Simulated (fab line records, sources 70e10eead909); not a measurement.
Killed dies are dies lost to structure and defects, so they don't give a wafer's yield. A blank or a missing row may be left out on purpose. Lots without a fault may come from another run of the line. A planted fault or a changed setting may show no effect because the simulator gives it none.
Chamber matching | flow nand_harc | NHARC_P_ZERO_WELL_DESCUM_54 on rie_diel-05: 3 sister chambers
The step chemistry O2, time 3 s. 16 wafers are shown with their chamber, then 6 later ones without.

WAFERS WITH THEIR CHAMBER
wafer  | chamber | drypump_motor_current_A (A) | oes_product_au (a.u.) | throttle_valve_pct (%)
L078.2 | 3       | 6.0                         | 0.988                 | 11.306
L078.5 | 0       | 5.6                         | 1.011                 | 11.302
L078.6 | 1       | 4.9                         | 0.972                 | 11.299
L081.2 | 3       | 6.0                         | 0.994                 | 11.319
L081.3 | 0       | 5.6                         | 1.004                 | 11.301
L081.4 | 1       | 4.9                         | 0.986                 | 11.310
L082.2 | 1       | 4.9                         | 0.980                 | 11.308
L082.3 | 3       | 6.0                         | 0.993                 | 11.312
L082.6 | 3       | 6.0                         | 0.997                 | 11.309
L085.3 | 3       | 6.0                         | 0.987                 | 11.327
L085.4 | 1       | 4.9                         | 0.992                 | 11.308
L085.5 | 3       | 6.0                         | 0.994                 | 11.312
L086.1 | 0       | 5.6                         | 1.005                 | 11.305
L086.2 | 1       | 4.9                         | 0.992                 | 11.304
L086.6 | 1       | 4.9                         | 0.986                 | 11.310
L088.1 | 1       | 4.8                         | 0.985                 | 11.310

SIGNATURES (means of the wafers above)
reading                 | chamber 0 | chamber 1 | chamber 3 | scatter within a chamber
drypump_motor_current_A | 5.600     | 4.886     | 6.000     | 0.0257
oes_product_au          | 1.00667   | 0.98471   | 0.99217   | 0.00553
throttle_valve_pct      | 11.30267  | 11.30700  | 11.31417  | 0.00556
Rule: a wafer's distance from a chamber is the root of the sum, over the readings, of the square of ((its reading less the chamber's mean) divided by the reading's scatter). The wafer belongs to the nearest chamber; if the next one is less than 2 further off, it can't be placed. The scatter: the root of (the sum of the squares of (reading less its chamber's mean) over the shown wafers, divided by (wafers less chambers)).

WAFERS WITHOUT THEIR CHAMBER
wafer  | drypump_motor_current_A (A) | oes_product_au (a.u.) | throttle_valve_pct (%)
L088.3 | 6.0                         | 0.989                 | 11.307
L088.6 | 6.0                         | 1.003                 | 11.292
L089.3 | 5.6                         | 1.006                 | 11.302
L089.4 | 6.0                         | 0.995                 | 11.296
L091.2 | 4.9                         | 0.996                 | 11.318
L091.4 | 6.0                         | 0.994                 | 11.316

WHICH CHAMBER EACH WENT THROUGH
wafer  | from the rows above | in truth
L088.3 | 3                   | 3
L088.6 | 3                   | 3
L089.3 | 0                   | 0
L089.4 | 3                   | 3
L091.2 | 1                   | 1
L091.4 | 3                   | 3
Placed correctly: 6 of 6. Can't be placed from these rows: 0. Placed wrongly: 0.
